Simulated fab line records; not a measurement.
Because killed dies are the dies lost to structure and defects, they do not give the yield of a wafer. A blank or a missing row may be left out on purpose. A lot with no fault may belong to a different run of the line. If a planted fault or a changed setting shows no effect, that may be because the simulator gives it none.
A lot that was struck, set against a sound lot	flow n5_finfet	16 steps out of a route of 1938
Sound: the wafers L624.1, L624.2, L624.3. Struck: wafers L614.2, L614.3, L614.4. At the end, the cause is stated.
Order at every step that has rows: each side's tool, ch and its chambers, its first start. Under that, the readings that differ: sound wafers	struck wafers	difference of the means	sigmas: that difference in standard deviations of wafers without a fault.
alike: words and numbers the same on both sides, and readings whose means are apart by under 2 such deviations; not compared: readings that were withheld, readings missing a value for some wafer, numbers with overlapping values and no deviation given by the record, and bounds like >300 which may hide the same value.
The two part at a step that has a row with sigmas, a row that says differs or no value, or rows on one side only. When numbers do not overlap yet have no deviation, they are printed without sigmas and do not part them. Lack of a reading on every wafer of one side parts them only where that side has two or more wafers.

N5_HKMG_FIN_STRIP_92: strips SOC in N2/H2, time 20 s.
  sound on rie_diel-02 ch 0,1,3, day 8 15:04; struck on rie_diel-02 ch 0,1,2, day 6 03:37
  alike: drypump_motor_current_A, h2_flow_sccm, n2_flow_sccm, oes_product_au, rf_vpp_V, showerhead_plenum_p_Torr, throttle_valve_pct
  not compared: rf_hours_counter_h
then, 1 step without rows for these wafers: N5_HKMG_FIN_WET_ETCH_18 (etches TiN in SC1, time 55 s, target depth 5.2 nm, rinse time 30 s).
N5_HKMG_FIN_STRIP_19: strips in N2/H2, time 360 s.
  sound on plasma_asher-02 ch 0,1, day 8 15:13; struck on plasma_asher-02 ch 0,1, day 6 03:46
  alike: drypump_motor_current_A, h2_flow_sccm, heater_power_w, n2_flow_sccm
  not compared: rf_hours_counter_h
then, 5 steps without rows for these wafers: N5_HKMG_FIN_ALD_91 (deposits TiN, target thk 1 nm, pulse time 1 s, purge time 3 s); N5_HKMG_FIN_COAT_85 (time 60 s, resist thk 300 nm); N5_HKMG_FIN_ETCH_86 (etches SOC in N2/H2, stops on TiN, target depth 393.2 nm); N5_HKMG_FIN_STRIP_89 (strips SOC in N2/H2, time 20 s); N5_HKMG_FIN_WET_ETCH_87 (etches TiN in SC1, time 154.2 s, target depth 4.7 nm, rinse time 30 s).
N5_HKMG_FIN_STRIP_88: strips in N2/H2, time 360 s.
  sound on plasma_asher-01 ch 0,1, day 8 16:11; struck on plasma_asher-01 ch 0,1, day 6 04:46
  alike: drypump_motor_current_A, h2_flow_sccm, heater_power_w, n2_flow_sccm
  not compared: rf_hours_counter_h
then, 1 step without rows for these wafers: N5_HKMG_FIN_NWFM_ALD_20 (deposits TiAlC, target thk 2 nm, pulse time 3 s, purge time 2 s).
N5_HKMG_FIN_ALD_71: deposits TiN, target thk 1 nm, pulse time 1 s, purge time 3 s.
  sound on ald_metal-02 ch 0,1,3, day 8 16:40; struck on ald_metal-03 ch 1,2,3, day 6 05:15
  alike: chamber_pressure_Torr, heater_power_w, precursor_pulse_height_rel
then, 1 step without rows for these wafers: N5_HKMG_FIN_COAT_66 (time 60 s, resist thk 300 nm).
N5_HKMG_FIN_ETCH_67: etches SOC in N2/H2, stops on TiN, target depth 388.9 nm.
  sound on rie_diel-05 ch 0,1,2, day 8 17:06; struck on rie_diel-02 ch 1,2,3, day 6 05:35
reading	sound	struck	difference	sigmas
oes_product_au (a.u.)	0.70 0.67 0.70	0.98 0.83 0.93	+0.22	+3
rf_fwd_power_W (W)	840 844 845	1051 1046 1047	+205	+60
rf_hours_counter_h (h)	189 244 204	3 66 15	-184	
rf_vpp_V (V)	242.6 240.4 241.3	225.4 223.2 226.3	-16.5	-11
model.TiN_of_HKMG_FIN_ALD_71.thk_nm (nm)	1 1 1	0 0 0	-1	
  alike: drypump_motor_current_A, h2_flow_sccm, n2_flow_sccm, showerhead_plenum_p_Torr, throttle_valve_pct
N5_HKMG_FIN_STRIP_90: strips SOC in N2/H2, time 20 s.
  sound on rie_diel-05 ch 0,1,2, day 8 17:10; struck on rie_diel-02 ch 1,2,3, day 6 05:39
reading	sound	struck	difference	sigmas
oes_product_au (a.u.)	0.72 0.68 0.71	0.97 0.83 0.97	+0.22	+2
rf_hours_counter_h (h)	189 245 204	3 66 16	-184	
  alike: drypump_motor_current_A, h2_flow_sccm, n2_flow_sccm, rf_vpp_V, showerhead_plenum_p_Torr, throttle_valve_pct
-- here the record skips 4 days between the struck wafers' starts before and after, leaving off in module HKMG_FIN and picking up in module BEOL_M4 (first step shown: number 1111 of the route) --
N5_BEOL_M4_RC_MEAS_101:
  sound on prober-02 ch 0, day 12 17:07; struck on prober-02 ch 0, day 10 10:16
  alike: DIBL_N, DIBL_P, IOFF_N, IOFF_P, ION_N, ION_P, SS_N, SS_P, VT_N, VT_P
N5_PASSIVATION_PROBE_49:
  the record has rows for the sound wafers here (prober-01, day 17 09:50) and none for the struck ones

## WHERE THEY PART
Earliest at N5_HKMG_FIN_ETCH_67; latest, in this record, at N5_PASSIVATION_PROBE_49.

WHY: what had been put in by the simulator
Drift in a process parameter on rie_diel-02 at N5_HKMG_FIN_ETCH_67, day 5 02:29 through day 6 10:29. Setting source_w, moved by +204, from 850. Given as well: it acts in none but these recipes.
